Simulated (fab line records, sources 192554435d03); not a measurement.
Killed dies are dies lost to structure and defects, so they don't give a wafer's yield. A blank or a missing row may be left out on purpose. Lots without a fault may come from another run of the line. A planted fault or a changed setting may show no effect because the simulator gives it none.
Chamber matching | flow n5_finfet | N5_FIN_SAQP_ALD_61 on ald_sin-01: 4 sister chambers
The step deposits SiO2, target thk 4 nm, pulse time 1 s, purge time 2 s. 8 wafers are shown with their chamber, then 12 later ones without.

WAFERS WITH THEIR CHAMBER
wafer  | chamber | heater_power_outer_w (W) | heater_power_w (W)
L080.5 | 2       | 261                      | 473
L085.1 | 1       | 275                      | 444
L085.4 | 0       | 250                      | 453
L086.5 | 3       | 226                      | 418
L086.6 | 2       | 254                      | 487
L090.2 | 1       | 280                      | 445
L090.3 | 0       | 243                      | 454
L090.5 | 3       | 235                      | 412

WAFERS WITHOUT THEIR CHAMBER
wafer  | heater_power_outer_w (W) | heater_power_w (W)
L091.1 | 235                      | 420
L091.3 | 246                      | 467
L091.6 | 244                      | 465
L095.2 | 262                      | 481
L095.4 | 256                      | 494
L095.6 | 253                      | 460
L096.1 | 249                      | 464
L096.2 | 254                      | 482
L096.6 | 246                      | 466
L097.2 | 229                      | 427
L097.3 | 245                      | 464
L097.5 | 230                      | 412

WHICH CHAMBER EACH WENT THROUGH
wafer  | from the rows above     | in truth
L091.1 | 3                       | 3
L091.3 | can't be placed: 0 or 2 | 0
L091.6 | can't be placed: 0 or 2 | 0
L095.2 | 2                       | 2
L095.4 | 2                       | 2
L095.6 | 0                       | 0
L096.1 | can't be placed: 0 or 2 | 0
L096.2 | 2                       | 2
L096.6 | can't be placed: 0 or 2 | 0
L097.2 | 3                       | 3
L097.3 | can't be placed: 0 or 2 | 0
L097.5 | 3                       | 3
Placed correctly: 7 of 12. Can't be placed from these rows: 5 (the true chamber is among the candidates in 5). Placed wrongly: 0.
How it was worked out, from the rows above alone: a wafer's distance from a chamber is the root of the sum, over the readings, of the square of ((its reading less the chamber's mean) divided by the reading's scatter). The wafer belongs to the nearest chamber; if the next one is less than 2 further off, it can't be placed. A chamber's mean is the mean of its shown wafers. The scatter: the root of (the sum of the squares of (reading less its chamber's mean) over the shown wafers, divided by (wafers less chambers)).
